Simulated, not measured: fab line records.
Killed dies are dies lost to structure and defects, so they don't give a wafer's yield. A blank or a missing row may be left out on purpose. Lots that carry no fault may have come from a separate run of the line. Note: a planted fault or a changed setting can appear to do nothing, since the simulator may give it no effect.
Struck lot and sound lot, side by side + flow nandHarc + 15 out of 1159 route steps
Sound: these wafers, L216.1, L216.2, L216.5. The struck wafers were L214.2, L214.4, L214.6. The cause comes at the end.
At each step with rows: each side's tool, then ch and its chambers, then its first start. Under that, the readings that differ: sound wafers + struck wafers + difference of the means + sigmas: that difference in standard deviations of wafers without a fault.
alike: words and numbers the same on both sides, and readings whose means are apart by under 2 such deviations; not compared: readings that were withheld, readings missing a value for some wafer, numbers with overlapping values and no deviation given by the record, and bounds like >300 which may hide the same value.
Wherever a step has rows on one side only, a row that says differs or no value, or a row with sigmas, the two part there. When numbers do not overlap yet have no deviation, they are printed without sigmas and do not part them. Lack of a reading on every wafer of one side parts them only where that side has two or more wafers.

NHARC_A_CONTACT_ETCH_137: etches the open film in C4F8/O2/Ar, time 132 s, target depth 1287 nm.
  sound on harCapEtch-02 ch 0,1, day 19 12:56; struck on harCapEtch-03 ch 0,1, day 19 09:58
  not compared: rfHoursCounterH
then, 2 steps without rows for these wafers: NHARC_A_CONTACT_ETCH_138 (etches the open film in C4F8/O2/Ar, time 132 s, target depth 1289 nm); NHARC_A_CONTACT_ETCH_139 (etches the open film in C4F8/O2/Ar, time 137 s, target depth 590 nm).
NHARC_A_CONTACT_ETCH_92: etches the open film in CH3F/O2, target depth 40 nm, time 85.7 s.
  sound on rieDiel-09 ch 2,3, day 19 13:35; struck on rieDiel-09 ch 0,3, day 19 10:37
  alike: drypumpMotorCurrentA, oesProductAu, rfVppV, showerheadPlenumPTorr, throttleValvePct
  not compared: rfHoursCounterH
then, 1 step without rows for these wafers: NHARC_A_CONTACT_ETCH_98 (etches the open film in C4F6/O2, target depth 20 nm, time 10 s).
NHARC_A_CONTACT_CD_MEAS_15:
  struck on cdSem-02, day 19 10:50; sound on cdSem-01, day 19 13:49
  alike: cdNm
then, 3 steps without rows for these wafers: NHARC_A_CONTACT_STRIP_107 (strips in N2/H2); NHARC_A_CONTACT_STRIP_108 (strips in CF4/CHF3); NHARC_A_CONTACT_STRIP_109 (strips in O2/COS).
NHARC_A_CONTACT_ETCH_110: etches the open film in CF4/O2, target depth 50 nm, overetch 5 nm, time 27.5 s.
  sound on rieDiel-09 ch 0,1,3, day 19 14:06; struck on rieDiel-09 ch 0,1,2, day 19 11:07
  alike: drypumpMotorCurrentA, oesProductAu, rfVppV, showerheadPlenumPTorr, throttleValvePct
  not compared: rfHoursCounterH
NHARC_A_CONTACT_STRIP_26: strips in O2.
  sound: rieDiel-09 ch 0,1; struck: rieDiel-09 ch 1,3
  alike: drypumpMotorCurrentA, oesProductAu, rfVppV, showerheadPlenumPTorr, throttleValvePct
  not compared: rfHoursCounterH
then, 1 step without rows for these wafers: NHARC_A_CONTACT_STRIP_27 (strips in post etch residue remover, time 600 s).
NHARC_A_CONTACT_ALD_18: deposits TiN, target thk 3 nm, pulse time 1 s, ald cycles 150.
  sound on aldMetal-04 ch 0,1,2, day 19 14:47; struck on aldMetal-01 ch 1,3, day 19 11:46
| reading   | sound       | struck   | difference | sigmas |
|-----------|-------------|----------|------------|--------|
| aldCycles | 150 150 150 | 68 68 68 | -82        |        |
  alike: heaterPowerW, precursorPulseHeightRel
NHARC_A_CONTACT_CVD_19: deposits W, target thk 300 nm, time 802 s.
  sound: cvdW-02 ch 0,1; struck: cvdW-01 ch 0,1
  alike: heaterPowerW, throttleValvePct
-- record jumps: 2 days between struck wafers' starts before vs after; left off in module A_CONTACT, resumes in module END, first step shown is number 1159 of the route --
NHARC_END_SORT_01:
  sound on prober-01 ch 0, day 21 22:32; struck on prober-02 ch 0, day 21 23:23
| reading       | sound    | struck      | difference | sigmas |
|---------------|----------|-------------|------------|--------|
| killedAtArray | 26 33 30 | 674 672 675 | +644       | +64    |
| killedDies    | 31 36 31 | 677 677 677 | +644       | +59    |
  alike: killedAtOther, killedAtPeriphery, killedOpen, killedShort

== WHERE THEY PART ==
NHARC_END_SORT_01 only, going by this record.

WHY: the cause the simulator had injected
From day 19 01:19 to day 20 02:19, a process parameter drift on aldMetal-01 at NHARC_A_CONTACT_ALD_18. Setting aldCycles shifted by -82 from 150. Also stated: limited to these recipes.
